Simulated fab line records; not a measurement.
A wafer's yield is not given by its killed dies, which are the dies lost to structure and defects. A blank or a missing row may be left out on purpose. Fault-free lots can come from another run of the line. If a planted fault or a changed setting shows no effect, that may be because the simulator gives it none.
Which tool was responsible? ; flow nand_harc ; Sampling: 24 lots, 72 wafers, 4 of 1302 route steps

WHAT THE GAUGES SHOWED, per wafer
NHARC_A_STAIRCASE_INSPECT_155.
lot;measured;on;raw_defect_count
L074;day 18 21:50;defect_inspect-02;570 503 498
L075;day 19 16:05;defect_inspect-01;369 515 380
L077;day 20 01:46;defect_inspect-01;359 463 362
L076;day 20 01:15;defect_inspect-01;357 279 539
L078;day 20 20:33;defect_inspect-02;427 437 530
L079;day 21 05:08;defect_inspect-02;443 325 346
L080;day 21 21:23;defect_inspect-02;541 734 813
L081;day 21 22:04;defect_inspect-01;599 374 643
L082;day 22 19:34;defect_inspect-01;570 488 471
L083;day 23 04:45;defect_inspect-02;421 466 494
L084;day 23 04:36;defect_inspect-02;269 376 393
L086;day 24 02:03;defect_inspect-02;399 298 375
L085;day 24 02:17;defect_inspect-01;314 212 251
L087;day 25 03:53;defect_inspect-01;282 413 489
L088;day 25 03:23;defect_inspect-02;250 379 377
L089;day 25 07:36;defect_inspect-02;497 470 348
L090;day 25 23:39;defect_inspect-02;460 385 596
L091;day 25 23:42;defect_inspect-01;235 351 429
L092;day 26 09:50;defect_inspect-01;238 367 289
L093;day 26 09:25;defect_inspect-01;336 360 323
L094;day 27 10:11;defect_inspect-02;286 261 309
L095;day 28 03:28;defect_inspect-02;231 242 291
L096;day 28 16:02;defect_inspect-01;436 475 413
L097;day 28 23:22;defect_inspect-02;656 666 522

WHICH TOOL RAN EACH LOT (tool, then ch and the chambers of the sampled wafers, then the start)
lot;NHARC_A_STAIRCASE_DEP_325;NHARC_A_STAIRCASE_STRIP_446;NHARC_A_STAIRCASE_STRIP_475
L074;pecvd-03 ch 0,1,2, day 18 03:28;plasma_asher-01 ch 0,1, day 18 19:14;rie_diel-02 ch 0,1,2, day 18 21:50 or earlier
L075;pecvd-01 ch 0,1,2, day 18 21:19;plasma_asher-01 ch 0,1, day 19 13:35;rie_diel-09 ch 0,1, day 19 16:05 or earlier
L077;pecvd-02 ch 0,2, day 19 09:42;plasma_asher-02 ch 0,1, day 19 22:47;rie_diel-12 ch 2,3, day 20 01:04
L076;pecvd-01 ch 1,2, day 19 09:46;plasma_asher-01 ch 0,1, day 19 22:43;rie_diel-02 ch 0,2,3, day 20 01:15 or earlier
L078;pecvd-03 ch 0,1,2, day 20 05:09;plasma_asher-01 ch 0,1, day 20 18:06;rie_diel-02 ch 0,3, day 20 20:33 or earlier
L079;pecvd-02 ch 0,1,2, day 20 12:26;plasma_asher-01 ch 1, day 21 02:28;rie_diel-09 ch 0,1,3, day 21 04:26
L080;pecvd-02 ch 1,2, day 21 03:55;plasma_asher-01 ch 0,1, day 21 18:46;rie_diel-02 ch 2,3, day 21 21:23 or earlier
L081;pecvd-01 ch 0,1,2, day 21 03:56;plasma_asher-02 ch 0,1, day 21 19:30;rie_diel-12 ch 0,1, day 21 22:04 or earlier
L082;pecvd-02 ch 1,2, day 22 02:23;plasma_asher-02 ch 0,1, day 22 17:02;rie_diel-02 ch 1,2, day 22 19:34 or earlier
L083;pecvd-03 ch 0,1,2, day 22 12:50;plasma_asher-02 ch 0,1, day 23 01:09;rie_diel-02 ch 1,2,3, day 23 04:45 or earlier
L084;pecvd-02 ch 0,2, day 22 12:50;plasma_asher-01 ch 0,1, day 23 00:59;rie_diel-02 ch 0,1,3, day 23 04:36 or earlier
L086;pecvd-02 ch 0,1,2, day 23 07:38;plasma_asher-02 ch 0,1, day 23 23:26;rie_diel-02 ch 0,1,3, day 24 02:03 or earlier
L085;pecvd-01 ch 0,1,2, day 23 07:44;plasma_asher-01 ch 0,1, day 23 23:36;rie_diel-09 ch 1,2,3, day 24 02:17 or earlier
L087;pecvd-02 ch 0,2, day 24 07:25;plasma_asher-02 ch 0,1, day 25 00:15;rie_diel-12 ch 0,2,3, day 25 03:10
L088;pecvd-01 ch 0,1,2, day 24 07:28;plasma_asher-01 ch 0,1, day 24 23:41;rie_diel-12 ch 2,3, day 25 02:40
L089;pecvd-02 ch 0,1,2, day 24 15:04;plasma_asher-02 ch 0,1, day 25 04:59;rie_diel-12 ch 0,3, day 25 06:53
L090;pecvd-03 ch 0,1,2, day 25 05:41;plasma_asher-02 ch 0,1, day 25 21:03;rie_diel-09 ch 0,2, day 25 23:39 or earlier
L091;pecvd-01 ch 0,1,2, day 25 11:32;plasma_asher-01 ch 0,1, day 25 21:10;rie_diel-12 ch 1,2,3, day 25 23:42 or earlier
L092;pecvd-03 ch 0,1,2, day 25 18:08;plasma_asher-01 ch 0,1, day 26 07:05;rie_diel-12 ch 0,1,2, day 26 09:50 or earlier
L093;pecvd-01 ch 0,1, day 25 18:20;plasma_asher-01 ch 0, day 26 06:48;rie_diel-12 ch 0,3, day 26 09:25 or earlier
L094;pecvd-03 ch 0,1, day 26 18:29;plasma_asher-02 ch 0,1, day 27 07:41;rie_diel-12 ch 2,3, day 27 10:11 or earlier
L095;pecvd-02 ch 0,1,2, day 27 12:06;plasma_asher-02 ch 0,1, day 28 00:47;rie_diel-02 ch 0,1,2, day 28 03:28 or earlier
L096;pecvd-02 ch 0,1, day 27 23:50;plasma_asher-01 ch 0,1, day 28 13:29;rie_diel-09 ch 1,3, day 28 16:02 or earlier
L097;pecvd-01 ch 0,1,2, day 28 07:10;plasma_asher-02 ch 0,1, day 28 20:54;rie_diel-12 ch 0,1,2, day 28 23:22 or earlier
- NHARC_A_STAIRCASE_DEP_325: deposits SiO2, target thk 7200 nm.
- NHARC_A_STAIRCASE_STRIP_446: strips in O2.
- NHARC_A_STAIRCASE_STRIP_475: strips in O2, time 20 s.

AS READ BY THE TOOLS THEMSELVES (means over the sampled wafers that have a number; for cases with no such wafer, the mark the record gives instead)
NHARC_A_STAIRCASE_DEP_325.
lot;tool;heater_power_outer_w (W);heater_power_w (W)
L074;pecvd-03;364;646
L075;pecvd-01;329;566
L077;pecvd-02;298;578
L076;pecvd-01;330;568
L078;pecvd-03;328;604
L079;pecvd-02;354;644
L080;pecvd-02;321;598
L081;pecvd-01;353;597
L082;pecvd-02;375;667
L083;pecvd-03;336;612
L084;pecvd-02;356;653
L086;pecvd-02;329;600
L085;pecvd-01;400;674
L087;pecvd-02;311;597
L088;pecvd-01;377;632
L089;pecvd-02;368;665
L090;pecvd-03;370;653
L091;pecvd-01;364;640
L092;pecvd-03;431;725
L093;pecvd-01;359;620
L094;pecvd-03;391;675
L095;pecvd-02;346;629
L096;pecvd-02;378;641
L097;pecvd-01;345;599

NHARC_A_STAIRCASE_STRIP_446.
lot;tool;drypump_motor_current_A (A);heater_power_w (W)
L074;plasma_asher-01;5.4;352
L075;plasma_asher-01;5.6;355
L077;plasma_asher-02;6.2;310
L076;plasma_asher-01;5.4;354
L078;plasma_asher-01;5.6;355
L079;plasma_asher-01;5.2;353
L080;plasma_asher-01;5.4;350
L081;plasma_asher-02;6.1;310
L082;plasma_asher-02;6.1;310
L083;plasma_asher-02;6.2;306
L084;plasma_asher-01;5.6;338
L086;plasma_asher-02;6.1;306
L085;plasma_asher-01;5.6;340
L087;plasma_asher-02;6.1;310
L088;plasma_asher-01;5.6;345
L089;plasma_asher-02;6.1;306
L090;plasma_asher-02;6.2;307
L091;plasma_asher-01;5.6;340
L092;plasma_asher-01;5.4;346
L093;plasma_asher-01;5.8;333
L094;plasma_asher-02;6.2;312
L095;plasma_asher-02;6.1;319
L096;plasma_asher-01;5.6;343
L097;plasma_asher-02;6.2;310

NHARC_A_STAIRCASE_STRIP_475.
lot;tool;drypump_motor_current_A (A);o2_flow_sccm (sccm);oes_product_au (a.u.);rf_vpp_V (V);showerhead_plenum_p_Torr (Torr);throttle_valve_pct (%)
L074;rie_diel-02;5.85;500.9;0.990;57.1;3.51;17.035
L075;rie_diel-09;5.94;497.7;1.009;57.3;3.57;17.032
L077;rie_diel-12;5.73;500.1;1.000;58.0;3.68;17.033
L076;rie_diel-02;5.73;501.5;0.996;58.4;3.61;17.037
L078;rie_diel-02;5.56;500.8;1.006;57.7;3.67;17.038
L079;rie_diel-09;5.91;500.7;1.006;56.9;3.60;17.041
L080;rie_diel-02;5.61;499.8;1.001;58.0;3.50;17.040
L081;rie_diel-12;5.81;498.6;0.998;58.7;3.56;17.035
L082;rie_diel-02;5.72;499.2;1.001;58.1;3.40;17.030
L083;rie_diel-02;5.56;500.1;1.004;57.5;3.46;17.040
L084;rie_diel-02;5.69;500.7;1.001;59.2;3.56;17.044
L086;rie_diel-02;5.69;500.5;0.993;57.8;3.56;17.031
L085;rie_diel-09;6.08;499.7;1.002;58.1;3.56;17.033
L087;rie_diel-12;5.76;498.7;0.994;57.8;3.63;17.031
L088;rie_diel-12;5.81;499.7;0.987;58.4;3.72;17.037
L089;rie_diel-12;5.84;502.9;0.985;58.0;3.70;17.045
L090;rie_diel-09;6.15;498.9;1.002;57.4;3.58;17.032
L091;rie_diel-12;5.80;498.1;1.002;57.9;3.63;17.030
L092;rie_diel-12;5.74;499.3;1.006;58.4;3.55;17.031
L093;rie_diel-12;5.84;499.1;0.987;58.0;3.69;17.030
L094;rie_diel-12;5.81;499.1;0.982;58.0;3.71;17.038
L095;rie_diel-02;5.86;501.1;1.009;58.9;3.47;17.031
L096;rie_diel-09;5.86;500.1;1.007;57.4;3.50;17.030
L097;rie_diel-12;5.73;500.7;1.002;58.3;3.54;17.036

THE ANSWER, worked out from the rows above alone
Rule: usual is defined by the lots themselves. The widest of any qualifying gaps counts: lots, ordered by their means at a reading, are off when they make up no more than a third of the lots, leave a main group of 4 or more, and stand apart from it by 3 or more times the standard deviation of that group's means. A main group whose means are all the same, to the digits that the tables above print for the reading, isn't used. A lot without any number at a reading at which 4 lots or more have one is off too. The other lots that the step has rows for count as sound. The gauges are gone through in route order, then the tools' own readings, and for those a lot's mean is taken as printed above. At the first step where some lot is off, the reading lying furthest off is the one used; lots without a number count as furthest.
Nothing can be told from this: no lot is off at any reading shown.

WHAT THE SIMULATOR HAD PUT IN
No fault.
